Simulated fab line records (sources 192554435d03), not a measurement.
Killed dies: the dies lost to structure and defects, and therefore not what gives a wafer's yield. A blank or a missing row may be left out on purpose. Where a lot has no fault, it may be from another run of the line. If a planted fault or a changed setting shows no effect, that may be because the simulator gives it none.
Split-lot trial | flow n5_finfet | on a route of 1938 steps: 7 lots, 21 wafers read

== THE SPLIT ITSELF ==
At N5_BEOL_M14_ILD_DEP_00 (deposits SiO2 from TEOS/O2, target thk 1119.3 nm, time 237.4 s), the setting time_s was moved away from the recipe's 237.4 s on 5 of the 21 wafers read, by -14.7% to +12.2%. For the rest of the wafers, this setting stayed at what the recipe calls for.

Split to reading: the file shows no intervening step.

== THE READING ==
M14_ILD_THK, in nm, at N5_BEOL_M14_THK_MEAS_01. Typical for fault-free wafers on this fab line: 1127 nm, with standard deviation 14 nm.

wafer  | tool, chamber at the split | time_s as run, s | against the recipe | M14_ILD_THK, nm | against lot-mates on the recipe
L077.4 | pecvd-01, 2                | 237.4            | recipe             | 1155            | -
L077.5 | pecvd-01, 1                | 202.5            | -14.7%             | 971             | -178
L077.6 | pecvd-01, 2                | 237.4            | recipe             | 1144            | -
L084.4 | pecvd-04, 1                | 237.4            | recipe             | 1134            | -
L084.5 | pecvd-04, 0                | 237.4            | recipe             | 1140            | -
L084.6 | pecvd-04, 2                | 237.4            | recipe             | 1159            | -
L083.3 | pecvd-04, 0                | 237.4            | recipe             | 1104            | -
L083.4 | pecvd-04, 0                | 237.4            | recipe             | 1128            | -
L083.6 | pecvd-04, 2                | 237.4            | recipe             | 1133            | -
L081.1 | pecvd-01, 0                | 237.4            | recipe             | 1110            | -
L081.5 | pecvd-01, 0                | 266.4            | +12.2%             | 1270            | +150
L081.6 | pecvd-01, 1                | 237.4            | recipe             | 1129            | -
L088.2 | pecvd-04, 0                | 237.4            | recipe             | 1106            | -
L088.5 | pecvd-04, 1                | 237.4            | recipe             | 1143            | -
L088.6 | pecvd-04, 2                | 237.4            | recipe             | 1152            | -
L093.2 | pecvd-04, 0                | 237.4            | recipe             | 1109            | -
L093.3 | pecvd-04, 1                | 237.4            | recipe             | 1116            | -
L093.5 | pecvd-04, 1                | 264.3            | +11.3%             | 1256            | +144
L097.2 | pecvd-04, 0                | 237.4            | recipe             | 1104            | -
L097.4 | pecvd-04, 2                | 204.6            | -13.8%             | 992             | -112
L097.5 | pecvd-04, 0                | 204.6            | -13.8%             | 970             | -134

FIT RESULTS
A straight line over all 21 wafers: M14_ILD_THK changes by +11 nm for each +1% of time_s; r = +0.97; the points scatter about the line by 17 nm.
The same after taking each lot's own level away (the mean of its wafers on the recipe; 21 wafers): +10.9 nm for each +1%; r = +0.98; scatter 16 nm.
According to that fit, moving time_s by its largest amount changes the reading by 1.6e+02 nm.
Measured against the standard deviation above, the lots' own levels, which go from 1104.0 to 1149.5 nm, span 3.2 times it.
The two slopes agree, so the slope changes little with the lot-to-lot level.
Check: with one of the wafers moved furthest among these (-14.7%) left out of the fit, the line predicts -149 nm for it against its lot-mates. It came out at -178 nm against them.

== OTHER SPLITS ON THESE WAFERS ==
Before the reading, these wafers also passed through other splits. Each is held against what the fit with the lots' levels taken away leaves over:
other split on the same wafers    | wafers away from the commonest value | r with M14_ILD_THK (lot level and that fit taken away)
N5_BEOL_M11_DEP_56 time_s         | 9                                    | +0.09
N5_BEOL_M12_PEB_08 peb_temp_c     | 8                                    | +0.03
N5_BEOL_M13_TRENCH_ETCH_34 time_s | 5                                    | -0.52
N5_BEOL_M13_SPUTTER_44 power_w    | 7                                    | +0.12

== THE WHOLE CHAIN: every reading that the file lists as answering this split, in the file's order ==
step                    | what it does                                                   | reading                                                                             | change (the file's fit)              | r (the file's)
N5_BEOL_M14_ILD_DEP_00  | deposits SiO2 from TEOS/O2, target thk 1119.3 nm, time 237.4 s | SiO2_of_BEOL_M14_ILD_DEP_00.thk_nm (the simulator's own value, which no gauge read) | +11.4 nm for each +1% of the setting | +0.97
N5_BEOL_M14_THK_MEAS_01 |                                                                | M14_ILD_THK                                                                         | +11.4 for each +1% of the setting    | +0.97
N5_BEOL_M14_VIA_ETCH_16 | etches SiO2 in C4F8/O2/Ar, target depth 1231.3 nm              | etch.depth_nm (the simulator's own value, which no gauge read)                      | +11.4 nm for each +1% of the setting | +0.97
N5_BEOL_M14_VIA_ETCH_16 | etches SiO2 in C4F8/O2/Ar, target depth 1231.3 nm              | coat_of_BEOL_M14_COAT_04.thk_nm (the simulator's own value, which no gauge read)    | -2.81 nm for each +1% of the setting | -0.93
N5_BEOL_M14_ETCH_38     | etches SiCN in CF4/N2, target depth 106.5 nm, time 120.6 s     | SiO2_of_BEOL_M14_ILD_DEP_00.thk_nm (the simulator's own value, which no gauge read) | +11.5 nm for each +1% of the setting | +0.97

== FILE'S OWN FIT ==
M14_ILD_THK changes by +11.4 nm for each +1% of time_s, r = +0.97.
